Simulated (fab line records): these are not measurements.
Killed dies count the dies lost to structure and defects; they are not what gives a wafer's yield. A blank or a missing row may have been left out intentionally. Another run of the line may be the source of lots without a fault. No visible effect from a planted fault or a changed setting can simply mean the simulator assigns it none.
fab line records | flow nand-harc | part 1 of 2: steps 1 to 4 of 6
record lots=22 wafers=66 last-day=34
route steps=1302 shown A_CONTACT@1039
lots untouched by any fault: they come from a run of this same line in which no faults occurred
start-h: hours from the record's opening day to when the first of the lot's shown wafers began | wait-h: time in hours since the lot's previous step | " identical to the entry in the row above | L1.1+2: one row covering several wafers at once | - no value, or no start given | * or withheld: withheld | < > ~ a bound
route shown NAME@n: NAME is a module with steps in the file, n the number in the route of the first one | usual: average and standard deviation across the fault-free wafers | same: alike in all rows | chamber/n: place in a boat | sites: each site's reading | _std_site: their standard deviation | _edge_site: the outer-site mean with the inner-site mean subtracted | radius-mm: how far each site lies from the wafer's centre | mask NAME#n: copy n | behind: the most recent tool/chamber to have shaped the wafer | hold: the reason the lot was held/the length of the hold in hours/how it ended | device: names the non-switching transistor (n, p or np) | end of line: the tests these same wafers got at the end of their route | a step with no rows: only its recipe | killed: dies lost to structure and defects at the first sort, not the wafer's yield | map: dies across one wafer; x = killed, . = not, _ = none there
set.NAME: the setting that was run; set.NAME@STEP: the one run at that earlier step | model.NAME: the simulator's own value behind a step, which no gauge read
a sample of lots followed through the steps of the route, with each step as a table and each wafer as a row
services: from which hour (start-h, from the record's first day; less than 0 if before it) a tool's chamber was out of use, for how many hours, and why
## steps
# step NHARC_A_CONTACT_CD_MEAS_69
# recipe target-cd-nm=300 landing-energy-ev=500
# usual cd-nm=299.9/0.38
# columns lot.wafer tool chamber start-h wait-h cd-nm
L074.3 cd-sem-01 0 496.45 - 300.0
L074.5 " 0 " " 300.3
L074.6 " 0 " " 300.1
L075.2 cd-sem-01 0 511.27 - 299.7
L075.5 " 0 " " 299.8
L075.6 " 0 " " 299.9
L077.2 cd-sem-01 0 522.23 - 300.1
L077.5 " 0 " " 299.6
L077.6 " 0 " " 300.1
L079.1 cd-sem-03 0 537.38 - 300.2
L079.3 " 0 " " 300.0
L079.5 " 0 " " 300.6
L078.1 cd-sem-02 0 537.64 - 300.1
L078.4 " 0 " " 300.2
L078.6 " 0 " " 300.4
L080.1 cd-sem-01 0 568.95 - 299.7
L080.2 " 0 " " 299.7
L080.3 " 0 " " 300.1
L083.2 cd-sem-03 0 574.60 - 299.8
L083.4 " 0 " " 299.7
L083.5 " 0 " " 300.0
L081.1 cd-sem-02 0 582.11 - 300.3
L081.3 " 0 " " 300.2
L081.6 " 0 " " 300.3
L085.2 cd-sem-01 0 587.17 - 300.4
L085.3 " 0 " " 299.6
L085.4 " 0 " " 299.8
L082.2 cd-sem-02 0 589.44 - 299.3
L082.4 " 0 " " 299.9
L082.6 " 0 " " 299.3
L084.1 cd-sem-03 0 590.36 - 299.4
L084.2 " 0 " " 299.4
L084.4 " 0 " " 300.0
L086.2 cd-sem-03 0 596.20 - 299.6
L086.4 " 0 " " 299.8
L086.5 " 0 " " 299.8
L087.1 cd-sem-03 0 649.35 - 299.2
L087.2 " 0 " " 300.1
L087.3 " 0 " " 300.1
L088.1 cd-sem-01 0 656.92 - 300.6
L088.2 " 0 " " 300.3
L088.3 " 0 " " 299.7
L090.2 cd-sem-03 0 662.29 - 299.9
L090.5 " 0 " " 300.2
L090.6 " 0 " " 299.4
L093.2 cd-sem-03 0 674.12 - 299.8
L093.3 " 0 " " 300.8
L093.5 " 0 " " 300.0
L091.1 cd-sem-01 0 674.82 - 299.8
L091.3 " 0 " " 299.8
L091.5 " 0 " " 300.1
L092.1 cd-sem-01 0 692.12 - 299.7
L092.4 " 0 " " 299.9
L092.6 " 0 " " 299.8
L094.3 cd-sem-01 0 695.73 - 300.0
L094.4 " 0 " " 299.5
L094.6 " 0 " " 300.3
L095.1 cd-sem-03 0 705.27 - 299.3
L095.4 " 0 " " 300.0
L095.5 " 0 " " 299.5
L097.3 cd-sem-02 0 729.24 - 300.2
L097.4 " 0 " " 300.1
L097.6 " 0 " " 300.1
L096.2 cd-sem-02 0 764.91 - 299.9
L096.3 " 0 " " 300.1
L096.6 " 0 " " 298.7
# step NHARC_A_CONTACT_ETCH_77
# recipe target-depth-a=1089 time-s=54.5 cf4-flow-sccm=100 chf3-flow-sccm=30 ar-flow-sccm=0 rf-w=500 bias-w=200 chemistry=CF4/CHF3
# usual drypump-motor-current-A=5.8/0.42 mfc-ar-sccm=0.004/0.011 oes-product-au=0.940/0.023 rf-vpp-V=370.9/1.9 showerhead-plenum-p-Torr=1.58/0.048 throttle-valve-pct=16.802/0.0095
# columns lot.wafer tool chamber start-h wait-h drypump-motor-current-A mfc-ar-sccm oes-product-au rf-hours-counter-h rf-vpp-V showerhead-plenum-p-Torr throttle-valve-pct
L074.3 rie-diel-07 1 - - 5.9 0 0.957 4 371.1 1.63 16.807
L074.6 " 2 " " 6.1 0 0.980 - 370.7 1.60 16.808
L074.5 " 3 " " 5.6 0 0.972 - 374.6 1.65 16.805
L075.2 rie-diel-07 1 - - 5.9 0 0.929 6 375.3 1.63 16.794
L075.5 " 1 " " 5.9 0 0.915 - 372.9 1.63 16.807
L075.6 " 2 " " 6.1 0 0.924 - 371.5 1.59 16.795
L077.2 rie-diel-07 0 - - 6.3 0 0.908 8 367.2 1.50 16.771
L077.6 " 1 " " 5.9 0 0.911 - 371.6 1.63 16.809
L077.5 " 2 " " 6.1 0 0.923 - 371.1 1.59 16.812
L079.1 rie-diel-07 2 - - 6.1 0 0.970 10 372.4 1.59 16.802
L079.3 " 3 " " 5.6 0 0.983 10 372.3 1.65 16.826
L079.5 " 1 " " 5.9 0 0.967 - 372.6 1.63 16.809
L078.1 rie-diel-12 1 - - 5.5 0 0.924 21 370.1 1.60 16.801
L078.4 " 3 " " 6.1 0.001 0.921 24 370.6 1.52 16.797
L078.6 " 1 " " 5.5 0 0.927 - 371.4 1.60 16.808
L080.1 rie-diel-12 0 - - 5.0 0.018 0.925 35 369.4 1.52 16.806
L080.3 " 1 " " 5.5 0 0.928 30 372.6 1.60 16.797
L080.2 " 2 " " 5.5 0 0.917 32 371.8 1.61 16.806
L083.4 rie-diel-11 0 - - 6.4 0 0.931 52 372.0 1.61 16.787
L083.2 " 1 " " 6.2 0 0.922 55 372.2 1.62 16.808
L083.5 " 3 " " 5.0 0.043 0.917 - 369.3 1.55 16.790
L081.1 rie-diel-07 0 - - 6.3 0 0.912 16 367.0 1.50 16.787
L081.3 " 2 " " 6.1 0 0.932 16 371.4 1.59 16.816
L081.6 " 0 " " 6.3 0 0.917 - 367.9 1.50 16.800
L085.4 rie-diel-07 2 - - 6.1 0 0.969 17 371.5 1.59 16.806
L085.2 " 3 " " 5.6 0 0.956 18 372.2 1.65 16.808
L085.3 " 1 " " 5.9 0 0.986 17 371.3 1.63 16.792
L082.2 rie-diel-07 0 - - 6.3 0 0.918 19 367.3 1.50 16.813
L082.4 " 2 " " 6.1 0 0.928 18 370.9 1.59 16.796
L082.6 " 0 " " 6.3 0 0.921 - 366.9 1.50 16.799
L084.2 rie-diel-12 0 - - 5.0 0.018 0.926 44 368.5 1.52 16.803
L084.1 " 1 " " 5.5 0 0.925 38 371.0 1.59 16.794
L084.4 " 3 " " 6.1 0.001 0.915 42 369.2 1.52 16.783
L086.2 rie-diel-11 3 - - 5.0 0.043 0.917 52 369.9 1.54 16.799
L086.4 " 0 " " 6.3 0 0.936 60 372.4 1.60 16.793
L086.5 " 2 " " 6.1 0 0.936 - 372.5 1.60 16.803
L087.1 rie-diel-11 3 - - 5.0 0.043 0.924 11 369.8 1.54 16.800
L087.2 " 0 " " 6.3 0 0.941 13 371.5 1.60 16.785
L087.3 " 2 " " 6.1 0 0.926 12 372.0 1.59 16.813
L088.2 rie-diel-11 0 - - 6.3 0 0.991 16 372.1 1.60 16.804
L088.1 " 1 " " 6.2 0 0.970 17 372.9 1.61 16.795
L088.3 " 2 " " 6.1 0 0.980 16 369.7 1.59 16.790
L090.2 rie-diel-12 0 - - 5.0 0.018 0.936 14 367.9 1.51 16.809
L090.5 " 3 " " 6.1 0.001 0.920 - 367.8 1.51 16.802
L090.6 " 0 " " 5.0 0.018 0.928 - 367.5 1.51 16.791
L093.2 rie-diel-07 3 - - 5.6 0 0.969 2 371.4 1.65 16.808
L093.3 " 0 " " 6.3 0 0.961 2 368.3 1.50 16.799
L093.5 " 2 " " 6.1 0 0.982 - 369.9 1.59 16.792
L091.1 rie-diel-12 3 - - 6.1 0.001 0.927 16 367.5 1.51 16.799
L091.3 " 1 " " 5.5 0 0.920 15 371.8 1.59 16.802
L091.5 " 2 " " 5.5 0 0.916 - 370.8 1.60 16.807
L092.4 rie-diel-07 3 - - 5.6 0 0.935 5 373.4 1.64 16.808
L092.1 " 0 " " 6.3 0 0.924 6 367.2 1.50 16.810
L092.6 " 0 " " 6.3 0 0.928 - 367.0 1.50 16.801
L094.4 rie-diel-11 0 - - 6.3 0 0.936 31 371.5 1.60 16.783
L094.3 " 1 " " 6.2 0 0.929 30 373.4 1.61 16.803
L094.6 " 1 " " 6.2 0 0.935 - 371.3 1.61 16.798
L095.4 rie-diel-07 2 - - 6.1 0 0.922 8 369.7 1.59 16.800
L095.1 " 0 " " 6.3 0 0.926 8 368.3 1.50 16.794
L095.5 " 1 " " 5.9 0 0.929 - 373.1 1.62 16.806
L097.3 rie-diel-07 0 - - 6.2 0 0.967 11 369.3 1.50 16.798
L097.4 " 2 " " 6.1 0 0.965 10 371.5 1.59 16.798
L097.6 " 0 " " 6.3 0 0.952 - 367.9 1.50 16.794
L096.2 rie-diel-07 3 - - 5.6 0 0.984 15 371.8 1.64 16.804
L096.3 " 0 " " 6.3 0 0.972 15 368.6 1.49 16.784
L096.6 " 2 " " 6.1 0 0.954 - 372.7 1.59 16.801
# step NHARC_A_CONTACT_ETCH_128
# recipe source-w=withheld pressure-mtorr=20 bias-v=3000 time-s=197 target-depth-a=19180 ar-flow-sccm=withheld c4f8-flow-sccm=withheld o2-flow-sccm=withheld chemistry=C4F8/O2/Ar
# columns lot.wafer tool chamber start-h wait-h rf-hours-counter-h
L074.3 har-cap-etch-02 1 500.18 0.1 -
L074.6 " 0 " " -
L074.5 " 1 " " -
L075.2 har-cap-etch-02 0 513.77 0.1 94
L075.6 " 1 " " -
L075.5 " 0 " " -
L077.2 har-cap-etch-03 1 525.14 0.2 46
L077.6 " 0 " " -
L077.5 " 1 " " -
L079.1 har-cap-etch-01 1 539.84 0.1 4
L079.3 " 0 " " -
L079.5 " 0 " " -
L078.1 har-cap-etch-02 1 540.26 0.1 99
L078.4 " 1 " " -
L078.6 " 0 " " -
L080.1 har-cap-etch-02 1 572.31 0.1 103
L080.2 " 0 " " 103
L080.3 " 1 " " -
L083.2 har-cap-etch-03 0 577.19 0.1 52
L083.4 " 1 " " -
L083.5 " 0 " " -
L081.1 har-cap-etch-02 1 584.57 0.1 108
L081.3 " 1 " " -
L081.6 " 1 " " -
L085.2 har-cap-etch-02 0 589.64 0.1 110
L085.3 " 0 " " -
L085.4 " 1 " " -
L082.2 har-cap-etch-03 0 591.90 0.1 58
L082.4 " 1 " " -
L082.6 " 1 " " -
L084.1 har-cap-etch-01 1 592.82 0.1 14
L084.2 " 0 " " 14
L084.4 " 0 " " -
L086.2 har-cap-etch-03 1 598.69 0.1 60
L086.4 " 0 " " -
L086.5 " 1 " " -
L087.1 har-cap-etch-01 1 651.81 0.1 21
L087.2 " 0 " " 21
L087.3 " 0 " " -
L088.1 har-cap-etch-02 1 659.61 0.2 119
L088.2 " 0 " " 119
L088.3 " 1 " " -
L090.2 har-cap-etch-01 0 664.88 0.1 25
L090.6 " 0 " " -
L090.5 " 1 " " -
L093.2 har-cap-etch-02 1 676.81 0.2 123
L093.3 " 0 " " -
L093.5 " 1 " " -
L091.1 har-cap-etch-01 1 677.27 0.1 27
L091.3 " 1 " " -
L091.5 " 1 " " -
L092.1 har-cap-etch-01 1 694.88 0.2 31
L092.4 " 1 " " -
L092.6 " 1 " " -
L094.4 har-cap-etch-02 1 698.50 0.2 -
L094.3 " 0 " " -
L094.6 " 1 " " -
L095.1 har-cap-etch-03 0 708.17 0.1 76
L095.4 " 0 " " -
L095.5 " 0 " " -
L097.3 har-cap-etch-02 1 731.74 0.1 -
L097.4 " 0 " " -
L097.6 " 0 " " -
L096.2 har-cap-etch-03 1 767.36 0.1 86
L096.3 " 0 " " -
L096.6 " 1 " " -
# step NHARC_A_CONTACT_STRIP_82
# recipe o2-flow-sccm=500 ar-flow-sccm=0 bias-w=0 chemistry=O2
# usual drypump-motor-current-A=5.8/0.43 mfc-ar-sccm=0.004/0.0098 oes-product-au=0.997/0.007 rf-vpp-V=57.8/0.85 showerhead-plenum-p-Torr=3.54/0.11 throttle-valve-pct=17.037/0.0092
# columns lot.wafer tool chamber start-h wait-h drypump-motor-current-A mfc-ar-sccm oes-product-au rf-hours-counter-h rf-vpp-V showerhead-plenum-p-Torr throttle-valve-pct
L074.3 rie-diel-11 3 - - 5.0 0.043 0.985 25 57.9 3.48 17.044
L074.6 " 1 " " 6.2 0 0.989 - 56.9 3.66 17.046
L074.5 " 2 " " 6.1 0 1.004 - 58.2 3.60 17.050
L075.2 rie-diel-07 0 - - 6.3 0 0.995 7 57.5 3.37 17.038
L075.6 " 1 " " 5.9 0 0.999 - 58.3 3.65 17.027
L075.5 " 2 " " 6.1 0 1.001 - 57.0 3.57 17.038
L077.2 rie-diel-11 1 - - 6.2 0 0.985 37 57.2 3.65 17.029
L077.6 " 3 " " 5.0 0.043 0.996 - 58.4 3.47 17.027
L077.5 " 0 " " 6.3 0 1.004 - 57.0 3.61 17.035
L079.3 rie-diel-07 3 - - 5.6 0 1.015 11 57.1 3.70 17.034
L079.1 " 2 " " 6.1 0 0.999 11 58.3 3.57 17.039
L079.5 " 3 " " 5.6 0 1.007 - 58.1 3.70 17.042
L078.1 rie-diel-12 3 - - 6.1 0.001 1.007 26 57.9 3.41 17.029
L078.4 " 0 " " 5.0 0.018 0.996 26 57.0 3.42 17.047
L078.6 " 1 " " 5.5 0 0.993 - 56.5 3.58 17.038
L080.3 rie-diel-12 0 - - 5.0 0.018 1.009 36 58.0 3.41 17.048
L080.2 " 2 " " 5.5 0 0.996 34 56.9 3.60 17.048
L080.1 " 3 " " 6.1 0.001 1.007 36 57.8 3.40 17.025
L083.4 rie-diel-12 0 - - 5.0 0.018 0.999 38 57.1 3.41 17.040
L083.2 " 1 " " 5.5 0 1.001 34 58.4 3.58 17.035
L083.5 " 0 " " 5.0 0.018 1.001 - 57.3 3.41 17.035
L081.3 rie-diel-07 0 - - 6.3 0 0.989 18 57.5 3.37 17.028
L081.1 " 3 " " 5.6 0 0.995 18 58.3 3.69 17.036
L081.6 " 0 " " 6.3 0 0.990 - 58.2 3.37 17.047
L085.3 rie-diel-07 3 - - 5.6 0 0.992 19 57.9 3.69 17.028
L085.4 " 0 " " 6.3 0 0.991 19 58.0 3.36 17.034
L085.2 " 1 " " 5.9 0 0.998 19 58.9 3.65 17.046
L082.2 rie-diel-07 1 - - 5.9 0 1.006 19 57.1 3.65 17.055
L082.4 " 3 " " 5.6 0 1.000 20 58.2 3.69 17.032
L082.6 " 1 " " 5.9 0 1.010 - 58.0 3.65 17.035
L084.2 rie-diel-07 3 - - 5.6 0 0.995 20 57.8 3.69 17.045
L084.4 " 0 " " 6.2 0 0.989 19 57.6 3.36 17.050
L084.1 " 2 " " 6.1 0 0.993 19 59.8 3.57 17.033
L086.2 rie-diel-07 3 - - 5.6 0 0.998 21 57.8 3.69 17.045
L086.4 " 1 " " 5.9 0 0.997 20 57.2 3.65 17.038
L086.5 " 2 " " 6.1 0 1.005 - 59.7 3.57 17.044
L087.1 rie-diel-12 1 - - 5.5 0 1.006 9 57.5 3.56 17.030
L087.2 " 2 " " 5.4 0 0.998 8 58.7 3.59 17.038
L087.3 " 3 " " 6.1 0.001 0.994 9 57.7 3.39 17.027
L088.2 rie-diel-11 1 - - 6.2 0 1.004 19 56.1 3.62 17.045
L088.1 " 2 " " 6.1 0 1.004 19 58.2 3.57 17.036
L088.3 " 0 " " 6.3 0 1.009 18 58.3 3.59 17.033
L090.2 rie-diel-07 0 - - 6.3 0 0.986 1 56.5 3.36 17.044
L090.5 " 0 " " 6.3 0 0.991 - 56.5 3.36 17.050
L090.6 " 1 " " 5.9 0 1.002 - 59.4 3.64 17.031
L093.2 rie-diel-07 2 - - 6.1 0 0.995 3 59.7 3.56 17.038
L093.3 " 0 " " 6.3 0 0.987 3 57.5 3.36 17.047
L093.5 " 2 " " 6.1 0 0.996 - 57.4 3.56 17.031
L091.1 rie-diel-12 2 - - 5.5 0 0.996 18 57.6 3.59 17.043
L091.3 " 3 " " 6.1 0.001 1.000 19 58.5 3.38 17.034
L091.5 " 2 " " 5.5 0 1.000 - 57.9 3.59 17.032
L092.4 rie-diel-07 1 - - 6.0 0 0.999 7 57.0 3.64 17.034
L092.1 " 3 " " 5.6 0 0.993 7 57.9 3.68 17.026
L092.6 " 2 " " 6.1 0 0.994 - 59.1 3.56 17.016
L094.3 rie-diel-12 0 - - 5.0 0.018 0.989 23 56.1 3.39 17.046
L094.4 " 1 " " 5.5 0 0.989 23 56.7 3.55 17.037
L094.6 " 3 " " 6.1 0.001 0.993 - 56.2 3.38 17.043
L095.1 rie-diel-11 2 - - 6.1 0 0.989 37 59.2 3.56 17.040
L095.4 " 1 " " 6.2 0 0.995 - 57.5 3.61 17.040
L095.5 " 2 " " 6.1 0 0.992 - 58.2 3.56 17.024
L097.3 rie-diel-07 1 - - 5.9 0 0.997 11 57.5 3.64 17.046
L097.4 " 0 " " 6.3 0 0.995 12 58.6 3.36 17.023
L097.6 " 2 " " 6.1 0 1.002 - 59.2 3.56 17.030
L096.3 rie-diel-07 0 - - 6.3 0 0.990 16 55.5 3.35 17.037
L096.2 " 2 " " 6.1 0 0.995 14 58.1 3.56 17.037
L096.6 " 0 " " 6.3 0 0.996 - 58.0 3.35 17.029
